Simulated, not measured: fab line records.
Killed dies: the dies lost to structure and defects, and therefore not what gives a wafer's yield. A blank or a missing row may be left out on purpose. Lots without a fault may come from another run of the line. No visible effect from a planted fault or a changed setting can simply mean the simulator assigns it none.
fab line records	flow n5_finfet	part 1 of 2: steps 1 to 22 of 35
record: lots: 5	wafers: 15	last_day: 15
route steps=1938 shown BEOL_M8@1334
lots that met no fault: taken from a fault-free run of the same line
start_h: hours from the record's opening day to when the first of the lot's shown wafers began	wait_h: hours from the lot's prior step to this one	" the same as in the row above	L1.1+2: one row covering several wafers at once	- no value present, or no start provided	* or withheld: withheld	< > ~ a bound
route shown NAME@n: a module of which the file shows steps, and the number in the route of the first	usual: the fault-free wafers' mean and standard deviation	same: alike in all rows	chamber/n: place in a boat	sites: each site's reading	_std_site: the standard deviation of these	_edge_site: inner sites' mean taken away from outer sites' mean	radius_mm: how far each site lies from the wafer's centre	mask NAME#n: copy n	behind: the most recent tool/chamber to have shaped the wafer	hold: cause of the lot's hold/its duration in hours/its outcome	device: transistor that didn't switch, given as n, p or np	end of line: tests run on the same wafers once the route is complete	a step with no rows: only its recipe	killed: dies that structure and defects cost at the first sort, which is not the same as the wafer's yield	map: per-die view of a wafer (x killed, . not killed, _ where there is no die)
set.NAME: setting as actually run; set.NAME@STEP: the setting as run at that earlier step	model.NAME: the simulator's own value behind a step, which no gauge read
lots seen at some steps along the route; tables by step, rows by wafer
services: a tool's chamber out of use, with start hour (start_h, from the record's first day; less than 0 if before it), hours out, and reason
== steps ==
step: N5_BEOL_M8_THK_MEAS_01
recipe: reads: SiCOH_lowk_of_BEOL_M8_ILD_DEP_00
usual: M8_ILD_THK: 155.4/2.1
lot.wafer	tool	chamber	start_h	wait_h	M8_ILD_THK[nm]
L074.1	film_metro-02	-	205.23	0.4	153.6
L074.3	"	-	"	"	154.2
L074.6	"	-	"	"	153.8
L077.1	film_metro-01	-	226.60	0.4	153.9
L077.5	"	-	"	"	159.0
L077.6	"	-	"	"	157.2
L081.1	film_metro-01	-	246.70	0.4	152.4
L081.2	"	-	"	"	153.8
L081.5	"	-	"	"	156.2
L085.2	film_metro-01	-	267.88	0.4	151.8
L085.3	"	-	"	"	153.3
L085.6	"	-	"	"	154.3
L086.3	film_metro-02	-	277.53	0.3	156.1
L086.4	"	-	"	"	159.4
L086.5	"	-	"	"	158.5
step: N5_BEOL_M8_PECVD_70
recipe: material: SiO2	target_thk_a: 200	temp_c: 400	precursor: TEOS/O2	pressure_torr: 5.5	rf_w: 450	teos_flow_sccm: 53.8	gas: O2	flow_sccm: 3000	time_s: 22.7
usual: heater_power_w: 714/84	showerhead_plenum_p_Torr: 8.77/0.055	throttle_valve_pct: 22.6/1.1
lot.wafer	tool	chamber	start_h	wait_h	heater_power_w	showerhead_plenum_p_Torr	throttle_valve_pct
L074.1	pecvd-02	1	205.27	0.0	676	8.80	23.7
L074.3	"	1	"	"	682	8.82	23.9
L074.6	"	0	"	"	848	8.79	20.8
L077.1	pecvd-04	2	226.64	0.0	717	8.71	21.3
L077.5	"	0	"	"	833	8.71	24.2
L077.6	"	2	"	"	710	8.71	21.4
L081.1	pecvd-04	1	246.73	0.0	646	8.85	23.5
L081.2	"	2	"	"	728	8.71	21.2
L081.5	"	1	"	"	666	8.86	23.6
L085.2	pecvd-04	1	267.92	0.0	778	8.84	23.7
L085.3	"	2	"	"	701	8.71	21.3
L085.6	"	0	"	"	764	8.71	24.3
L086.3	pecvd-02	0	277.59	0.1	887	8.80	21.1
L086.4	"	1	"	"	717	8.81	23.8
L086.5	"	0	"	"	906	8.81	21.1
step: N5_BEOL_M8_HM_DEP_02
recipe: material: TiN	target_thk_a: 200	temp_c: 25	chamber_pressure_pa: 0.49996
usual: throttle_valve_pct: 29.8/1
lot.wafer	tool	chamber	start_h	wait_h	throttle_valve_pct
L074.1	pvd_sputter-02	-	208.44	3.2	29.6
L074.3	"	-	"	"	30.7
L074.6	"	-	"	"	27.9
L077.1	pvd_sputter-02	-	226.98	0.3	27.5
L077.5	"	-	"	"	29.5
L077.6	"	-	"	"	27.8
L081.1	pvd_sputter-03	-	248.12	1.4	30.0
L081.2	"	-	"	"	28.9
L081.5	"	-	"	"	30.3
L085.2	pvd_sputter-01	-	269.97	2.0	30.1
L085.3	"	-	"	"	31.7
L085.6	"	-	"	"	29.4
L086.3	pvd_sputter-01	-	278.70	1.1	29.9
L086.4	"	-	"	"	31.6
L086.5	"	-	"	"	31.7
step: N5_BEOL_M8_COAT_59
recipe: resist: SOC	temp_c: 250	time_s: 60	spin_rpm: 1500	resist_thk_nm: 100
lot.wafer	tool	chamber	start_h	wait_h
L074.1+3+6	litho_track-04	0	208.57	0.1
L077.1+5+6	litho_track-02	0	227.11	0.1
L081.1+2+5	litho_track-05	0	248.25	0.1
L085.2+3+6	litho_track-05	0	270.09	0.1
L086.3+4+5	litho_track-04	0	278.83	0.1
step: N5_BEOL_M8_COAT_60
recipe: resist: SiARC	temp_c: 220	time_s: 60	spin_rpm: 1500	resist_thk_nm: 35
lot.wafer	tool	chamber	start_h	wait_h
L074.1+3+6	litho_track-04	0	-	-
L077.1+5+6	litho_track-02	0	-	-
L081.1+2+5	litho_track-05	0	-	-
L085.2+3+6	litho_track-05	0	-	-
L086.3+4+5	litho_track-04	0	-	-
step: N5_BEOL_M8_COAT_05
recipe: resist: CAR-ArF	spin_rpm: 1500	resist_thk_nm: 90
lot.wafer	tool	chamber	start_h	wait_h
L074.1+3+6	litho_track-04	0	-	-
L077.1+5+6	litho_track-02	0	-	-
L081.1+2+5	litho_track-05	0	-	-
L085.2+3+6	litho_track-05	0	-	-
L086.3+4+5	litho_track-04	0	-	-
step: N5_BEOL_M8_EBR_07
recipe: solvent: PGMEA	ebr_width_mm: 1.5
lot.wafer	tool	chamber	start_h	wait_h
L074.1+3+6	litho_track-04	0	-	-
L077.1+5+6	litho_track-02	0	-	-
L081.1+2+5	litho_track-05	0	-	-
L085.2+3+6	litho_track-05	0	-	-
L086.3+4+5	litho_track-04	0	-	-
step: N5_BEOL_M8_SOFTBAKE_06
recipe: temp_c: 110	time_s: 60	resist: CAR-ArF
lot.wafer	tool	chamber	start_h	wait_h
L074.1+3+6	litho_track-04	0	-	-
L077.1+5+6	litho_track-02	0	-	-
L081.1+2+5	litho_track-05	0	-	-
L085.2+3+6	litho_track-05	0	-	-
L086.3+4+5	litho_track-04	0	-	-
step: N5_BEOL_M8_EXPOSE_08
recipe: mask_id: M8	na: 1.35	source_shape: dipole	sigma_inner: 0.817	sigma_outer: 0.97	polarization: te	dose_mj: 68.25
lot.wafer	tool	chamber	start_h	wait_h	mask
L074.1+3+6	arfi_scanner-02	0	208.81	-	M8#0
L077.1+5+6	arfi_scanner-02	0	227.23	-	M8#0
L081.1+2+5	arfi_scanner-01	0	248.49	-	M8#0
L085.2+3+6	arfi_scanner-02	0	270.34	-	M8#0
L086.3+4+5	arfi_scanner-03	0	279.08	-	M8#0
step: N5_BEOL_M8_PEB_09
recipe: peb_temp_c: withheld	peb_time_s: 60	resist: CAR-ArF
lot.wafer	tool	chamber	start_h	wait_h
L074.1+3+6	litho_track-04	0	208.87	0.1
L077.1+5+6	litho_track-04	0	227.29	0.1
L081.1+2+5	litho_track-04	0	248.55	0.1
L085.2+3+6	litho_track-05	0	270.40	0.0
L086.3+4+5	litho_track-02	0	279.13	0.0
step: N5_BEOL_M8_DEVELOP_10
recipe: develop_time_s: 30	developer: TMAH	resist: CAR-ArF	rinse_liquid: diw	dry: air_spin	dev_temp_c: 23
lot.wafer	tool	chamber	start_h	wait_h
L074.1+3+6	litho_track-04	0	-	-
L077.1+5+6	litho_track-04	0	-	-
L081.1+2+5	litho_track-04	0	-	-
L085.2+3+6	litho_track-05	0	-	-
L086.3+4+5	litho_track-02	0	-	-
step: N5_BEOL_M8_CD_MEAS_11
recipe: target_cd_nm: 38.5	landing_energy_ev: 500	detector: se_inlens	polarity: opening
usual: cd_nm: 38.2/0.57
lot.wafer	tool	chamber	start_h	wait_h	cd_nm
L074.1	cd_sem-01	0	208.94	-	38.5
L074.3	"	0	"	"	37.8
L074.6	"	0	"	"	36.9
L077.1	cd_sem-01	0	227.36	-	38.7
L077.5	"	0	"	"	38.7
L077.6	"	0	"	"	38.1
L081.1	cd_sem-02	0	248.62	-	38.2
L081.2	"	0	"	"	37.5
L081.5	"	0	"	"	37.7
L085.2	cd_sem-01	0	270.46	-	38.7
L085.3	"	0	"	"	38.7
L085.6	"	0	"	"	38.2
L086.3	cd_sem-01	0	279.20	-	39.0
L086.4	"	0	"	"	38.3
L086.5	"	0	"	"	39.0
step: N5_BEOL_M8_OVL_MEAS_12
recipe: points_per_wafer: 44
usual: M8_OVL: -0.1/0.66
lot.wafer	tool	chamber	start_h	wait_h	M8_OVL[nm]
L074.1	overlay-02	0	208.97	0.0	-0.7
L074.3	"	0	"	"	-0.8
L074.6	"	0	"	"	-0.1
L077.1	overlay-02	0	227.39	0.0	-0.9
L077.5	"	0	"	"	-1.0
L077.6	"	0	"	"	-0.6
L081.1	overlay-01	0	248.65	0.0	1.3
L081.2	"	0	"	"	0.2
L081.5	"	0	"	"	0.2
L085.2	overlay-01	0	270.49	0.0	0.1
L085.3	"	0	"	"	-0.2
L085.6	"	0	"	"	0.5
L086.3	overlay-01	0	279.23	0.0	-0.6
L086.4	"	0	"	"	-0.3
L086.5	"	0	"	"	-0.4
step: N5_BEOL_M8_INSPECT_13
recipe: mode: adi	inspect_instrument: brightfield
usual: raw_defect_count: 379/79
lot.wafer	tool	chamber	start_h	wait_h	raw_defect_count
L074.1	defect_inspect-02	-	209.00	0.0	331
L074.3	"	-	"	"	297
L074.6	"	-	"	"	360
L077.1	defect_inspect-01	-	227.41	0.0	320
L077.5	"	-	"	"	415
L077.6	"	-	"	"	347
L081.1	defect_inspect-02	-	248.67	0.0	443
L081.2	"	-	"	"	353
L081.5	"	-	"	"	331
L085.2	defect_inspect-02	-	270.52	0.0	420
L085.3	"	-	"	"	426
L085.6	"	-	"	"	292
L086.3	defect_inspect-01	-	279.25	0.0	464
L086.4	"	-	"	"	483
L086.5	"	-	"	"	470
step: N5_BEOL_M8_DESCUM_16
recipe: chemistry: O2	time_s: 7.9	source_power_w: 50	bias_power_w: 20	pressure_mtorr: 20	rf_frequency_hz: 2.712e+07	temp_c: 40	resist: CAR-ArF	o2_flow_sccm: 225
usual: drypump_motor_current_A: 5.5/0.38	oes_product_au: 0.79/0.08	rf_vpp_V: 243.1/1.5	showerhead_plenum_p_Torr: 2.08/0.082	temp_c: 40.00/0.1	throttle_valve_pct: 20.4/0.3
lot.wafer	tool	chamber	start_h	wait_h	drypump_motor_current_A	oes_product_au	rf_hours_counter_h	rf_vpp_V	showerhead_plenum_p_Torr	temp_c	throttle_valve_pct
L074.1	rie_diel-01	2	209.03	0.0	5.4	0.81	82	243.9	2.16	40.00	20.7
L074.3	"	1	"	"	5.2	0.76	164	242.0	2.06	40.12	20.4
L074.6	"	2	"	"	5.4	0.82	-	242.7	2.16	40.04	20.7
L077.1	rie_diel-01	0	227.48	0.1	6.0	0.90	57	242.2	2.01	40.18	20.1
L077.5	"	0	"	"	6.0	0.89	-	241.8	2.01	40.08	20.1
L077.6	"	1	"	"	5.2	0.74	-	244.6	2.06	40.08	20.4
L081.1	rie_diel-01	2	248.94	0.3	5.4	0.81	97	244.3	2.15	39.81	20.7
L081.2	"	0	"	"	6.0	0.88	64	242.7	2.01	39.90	20.1
L081.5	"	3	"	"	5.9	0.69	-	244.8	2.18	40.04	20.8
L085.2	rie_diel-05	2	271.05	0.5	5.7	0.74	177	240.0	1.92	40.00	21.0
L085.3	"	0	"	"	4.9	0.70	224	240.9	1.95	40.00	20.4
L085.6	"	0	"	"	4.9	0.69	-	241.7	1.95	40.04	20.4
L086.3	rie_diel-05	0	279.29	0.0	4.9	0.69	229	240.4	1.95	39.97	20.4
L086.4	"	2	"	"	5.7	0.74	-	239.9	1.92	39.86	21.0
L086.5	"	0	"	"	4.9	0.69	-	241.9	1.95	40.02	20.4
step: N5_BEOL_M8_ETCH_61
recipe: chemistry: CF4	target: SiARC	target_depth_a: 455	mask_material: CAR-ArF	time_s: 75.8	ion_energy_ev: 80	pressure_mtorr: 40	source_w: 545	bias_w: 36	Ar_flow_sccm: 100	cf4_flow_sccm: 100	ends: cleared
usual: bias_w: 35.99/0.11	drypump_motor_current_A: 5.5/0.38	etch_rf_on_time_s: 77.1/2.8	oes_product_au: 0.67/0.065	rf_vpp_V: 184.0/1.2	showerhead_plenum_p_Torr: 2.13/0.069	throttle_valve_pct: 15.59/0.24
lot.wafer	tool	chamber	start_h	wait_h	bias_w	drypump_motor_current_A	etch_rf_on_time_s	oes_product_au	rf_hours_counter_h	rf_vpp_V	showerhead_plenum_p_Torr	throttle_valve_pct
L074.1	rie_diel-01	2	209.06	0.0	35.88	5.4	74.5	0.71	82	183.8	2.16	15.47
L074.3	"	1	"	"	35.91	5.2	78.4	0.62	164	182.5	2.12	15.69
L074.6	"	2	"	"	36.07	5.4	75.0	0.71	-	184.3	2.16	15.48
L077.1	rie_diel-01	0	227.52	0.0	35.90	6.0	79.1	0.74	57	183.9	2.10	15.42
L077.5	"	0	"	"	35.94	6.0	79.1	0.73	-	182.7	2.10	15.42
L077.6	"	1	"	"	36.05	5.2	78.5	0.62	-	184.1	2.12	15.72
L081.1	rie_diel-01	2	248.97	0.0	36.09	5.4	73.3	0.70	97	184.2	2.16	15.50
L081.2	"	0	"	"	36.10	6.0	78.8	0.72	64	183.0	2.09	15.45
L081.5	"	3	"	"	35.91	5.9	77.2	0.58	-	183.1	2.19	15.77
L085.2	rie_diel-05	2	271.09	0.0	35.92	5.7	73.3	0.65	177	180.9	1.97	16.04
L085.3	"	0	"	"	35.87	4.8	73.6	0.59	224	183.2	2.04	15.90
L085.6	"	0	"	"	36.02	4.9	73.6	0.59	-	184.8	2.04	15.90
L086.3	rie_diel-05	0	279.32	0.0	35.96	4.9	75.0	0.58	229	183.9	2.04	15.92
L086.4	"	2	"	"	35.89	5.7	76.2	0.64	-	182.7	1.97	16.06
L086.5	"	0	"	"	35.94	4.9	75.0	0.58	-	182.2	2.04	15.90
step: N5_BEOL_M8_ETCH_62
recipe: chemistry: N2/H2	target: SOC	target_depth_a: 1100	overetch_a: 220	mask_material: SiARC	temp_c: 40	time_s: 165	ion_energy_ev: 200	pressure_mtorr: 30	source_w: 840	bias_w: 150	n2_flow_sccm: 200	h2_flow_sccm: 200
usual: bias_w: 149.9/0.44	drypump_motor_current_A: 5.5/0.39	oes_product_au: 0.67/0.067	rf_vpp_V: 523.6/2.6	showerhead_plenum_p_Torr: 2.53/0.09	temp_c: 40.01/0.11	throttle_valve_pct: 17.78/0.25
lot.wafer	tool	chamber	start_h	wait_h	bias_w	drypump_motor_current_A	oes_product_au	rf_hours_counter_h	rf_vpp_V	showerhead_plenum_p_Torr	temp_c	throttle_valve_pct
L074.1	rie_diel-01	2	209.12	0.0	149.8	5.4	0.70	82	524.8	2.56	40.11	17.58
L074.3	"	1	"	"	150.0	5.2	0.63	164	524.5	2.53	39.99	17.91
L074.6	"	2	"	"	149.7	5.4	0.70	-	524.8	2.56	40.13	17.57
L077.1	rie_diel-01	0	227.57	0.0	149.8	6.0	0.74	57	521.9	2.46	40.04	17.56
L077.5	"	0	"	"	149.4	6.0	0.74	-	523.8	2.46	40.12	17.57
L077.6	"	1	"	"	150.4	5.2	0.62	-	523.7	2.53	40.04	17.95
L081.1	rie_diel-01	2	249.03	0.0	150.7	5.4	0.68	97	523.7	2.55	39.93	17.59
L081.2	"	0	"	"	150.3	6.0	0.73	65	522.5	2.46	40.02	17.55
L081.5	"	3	"	"	150.2	5.9	0.59	-	525.9	2.63	40.04	18.01
L085.2	rie_diel-05	2	271.14	0.0	149.4	5.7	0.64	177	518.6	2.34	39.91	18.40
L085.3	"	0	"	"	150.2	4.9	0.58	224	520.1	2.43	39.73	18.12
L085.6	"	0	"	"	149.2	4.9	0.58	-	520.8	2.43	39.94	18.14
L086.3	rie_diel-05	0	279.38	0.0	150.3	4.9	0.58	229	518.3	2.42	40.14	18.12
L086.4	"	2	"	"	150.4	5.7	0.63	-	516.3	2.34	40.17	18.39
L086.5	"	0	"	"	149.7	4.9	0.58	-	520.1	2.42	40.07	18.13
step: N5_BEOL_M8_STRIP_68
recipe: chemistry: N2/H2	temp_c: 40	n2_flow_sccm: 200	h2_flow_sccm: 200	rf_frequency_hz: 6e+07
lot.wafer	tool	chamber	start_h	wait_h
L074.1+3+6	rie_diel-01	2,1,2	209.26	0.1
L077.1+5+6	rie_diel-01	0,0,1	227.71	0.1
L081.1+2+5	rie_diel-01	2,0,3	249.17	0.1
L085.2+3+6	rie_diel-05	2,0,0	271.28	0.1
L086.3+4+5	rie_diel-05	0,2,0	279.51	0.1
step: N5_BEOL_M8_STRIP_67
recipe: chemistry: CF4	resist: SiARC	power_w: 300	bias_power_w: 75	pressure_mtorr: 50	cf4_flow_sccm: 150	rf_frequency_hz: 6e+07
usual: drypump_motor_current_A: 5.5/0.38	oes_product_au: 0.79/0.078	rf_vpp_V: 270.9/1.4	showerhead_plenum_p_Torr: 1.79/0.052	throttle_valve_pct: 13.56/0.27
lot.wafer	tool	chamber	start_h	wait_h	drypump_motor_current_A	oes_product_au	rf_hours_counter_h	rf_vpp_V	showerhead_plenum_p_Torr	throttle_valve_pct
L074.1	rie_diel-01	2	209.27	0.0	5.4	0.83	82	272.8	1.81	13.43
L074.3	"	1	"	"	5.2	0.75	164	270.3	1.78	13.67
L074.6	"	2	"	"	5.4	0.83	-	272.3	1.81	13.41
L077.1	rie_diel-01	0	227.72	0.0	6.0	0.88	57	269.6	1.77	13.40
L077.5	"	0	"	"	6.0	0.87	-	270.6	1.77	13.40
L077.6	"	1	"	"	5.2	0.74	-	272.0	1.77	13.70
L081.1	rie_diel-01	2	249.18	0.0	5.4	0.81	97	271.1	1.80	13.48
L081.2	"	0	"	"	6.0	0.88	65	270.5	1.76	13.42
L081.5	"	3	"	"	6.0	0.70	-	271.9	1.83	13.76
L085.2	rie_diel-05	2	271.29	0.0	5.7	0.74	177	267.7	1.66	14.00
L085.3	"	0	"	"	4.9	0.69	224	269.6	1.73	13.99
L085.6	"	0	"	"	4.9	0.68	-	271.1	1.73	13.98
L086.3	rie_diel-05	0	279.52	0.0	4.9	0.68	229	268.1	1.73	13.99
L086.4	"	2	"	"	5.7	0.75	-	267.9	1.65	14.00
L086.5	"	0	"	"	4.8	0.68	-	269.6	1.73	13.98
step: N5_BEOL_M8_HM_OPEN_17
recipe: chemistry: Cl2/BCl3	target_depth_a: 200	overetch_a: 60	target: TiN	mask_material: SOC	ion_energy_ev: 150	pressure_mtorr: 10	icp_w: 1000	bias_w: 126	Cl2_flow_sccm: 53.25	bcl3_flow_sccm: 21.75	Ar_flow_sccm: 25
usual: bcl3_flow_sccm: 21.75/0.073	bias_w: 126.0/0.34	drypump_motor_current_A: 5.7/0.43	oes_product_au: 0.66/0.075	throttle_valve_pct: 22.26/0.23
lot.wafer	tool	chamber	start_h	wait_h	bcl3_flow_sccm	bias_w	drypump_motor_current_A	oes_product_au	rf_hours_counter_h	throttle_valve_pct
L074.1	rie_metal-01	1	209.31	0.0	21.81	126.1	4.9	0.67	35	21.98
L074.3	"	0	"	"	21.76	126.2	5.6	0.64	-	22.28
L074.6	"	0	"	"	21.95	125.7	5.6	0.64	-	22.27
L077.1	rie_metal-02	1	227.76	0.0	21.78	125.9	6.3	0.67	32	22.45
L077.5	"	0	"	"	21.72	126.0	5.9	0.59	-	22.58
L077.6	"	1	"	"	21.74	126.0	6.3	0.67	-	22.46
L081.1	rie_metal-02	1	249.22	0.0	21.82	126.1	6.3	0.66	34	22.46
L081.2	"	0	"	"	21.78	126.2	6.0	0.60	81	22.58
L081.5	"	0	"	"	21.81	126.0	6.0	0.60	-	22.57
L085.2	rie_metal-01	1	271.33	0.0	21.83	126.3	4.9	0.66	41	22.01
L085.3	"	1	"	"	21.81	125.8	4.9	0.66	-	21.99
L085.6	"	1	"	"	21.80	125.7	4.9	0.66	-	22.01
L086.3	rie_metal-03	0	279.60	0.1	21.69	126.0	5.8	0.73	-	22.33
L086.4	"	1	"	"	21.79	125.7	6.0	0.54	-	22.22
L086.5	"	0	"	"	21.66	125.9	5.8	0.72	-	22.32
step: N5_BEOL_M8_STRIP_19
recipe: chemistry: O2	power_w: 400	temp_c: 40	pressure_mtorr: 30	rf_frequency_hz: 6e+07	bias_power_w: 0	overash_fraction: 0.2	o2_flow_sccm: 225
usual: drypump_motor_current_A: 5.5/0.37	oes_product_au: 0.80/0.079	rf_vpp_V: 3.6/0.54	showerhead_plenum_p_Torr: 2.10/0.077	temp_c: 39.99/0.11	throttle_valve_pct: 16.63/0.29
lot.wafer	tool	chamber	start_h	wait_h	drypump_motor_current_A	oes_product_au	rf_hours_counter_h	rf_vpp_V	showerhead_plenum_p_Torr	temp_c	throttle_valve_pct
L074.1	rie_diel-01	2	209.58	0.2	5.4	0.81	83	3.3	2.16	40.12	16.80
L074.3	"	0	"	"	6.0	0.90	50	2.3	2.02	40.19	16.28
L074.6	"	2	"	"	5.4	0.82	-	3.8	2.16	39.99	16.81
L077.1	rie_diel-01	2	227.87	0.1	5.4	0.82	89	3.2	2.16	40.02	16.81
L077.5	"	0	"	"	6.0	0.90	-	3.5	2.02	40.13	16.32
L077.6	"	1	"	"	5.2	0.75	-	3.4	2.07	40.00	16.72
L081.1	rie_diel-01	1	249.37	0.1	5.2	0.74	179	4.2	2.06	40.14	16.72
L081.2	"	2	"	"	5.4	0.80	97	4.6	2.16	40.11	16.82
L081.5	"	2	"	"	5.4	0.80	-	3.1	2.16	39.89	16.83
L085.2	rie_diel-05	2	271.61	0.2	5.7	0.74	177	3.5	1.93	39.89	17.17
L085.3	"	1	"	"	5.6	0.77	106	3.5	2.03	39.88	16.50
L085.6	"	2	"	"	5.7	0.75	-	4.2	1.93	39.99	17.19
L086.3	rie_diel-01	2	279.82	0.2	5.4	0.80	102	4.2	2.16	40.10	16.83
L086.4	"	1	"	"	5.2	0.74	185	2.9	2.06	40.02	16.75
L086.5	"	0	"	"	6.0	0.87	-	4.2	2.01	40.00	16.34
step: N5_BEOL_M8_CD_MEAS_18
recipe: pitch_nm: 80	target_cd_nm: 40
usual: cd_nm: 39.7/0.68
lot.wafer	tool	chamber	start_h	wait_h	cd_nm
L074.1	cd_sem-01	-	209.65	0.0	40.0
L074.3	"	-	"	"	38.6
L074.6	"	-	"	"	39.3
L077.1	cd_sem-02	-	227.94	0.0	40.0
L077.5	"	-	"	"	40.5
L077.6	"	-	"	"	39.2
L081.1	cd_sem-02	-	249.44	0.0	39.6
L081.2	"	-	"	"	39.7
L081.5	"	-	"	"	38.8
L085.2	cd_sem-02	-	271.68	0.1	40.6
L085.3	"	-	"	"	40.4
L085.6	"	-	"	"	39.7
L086.3	cd_sem-03	-	279.89	0.1	40.8
L086.4	"	-	"	"	40.1
L086.5	"	-	"	"	40.6
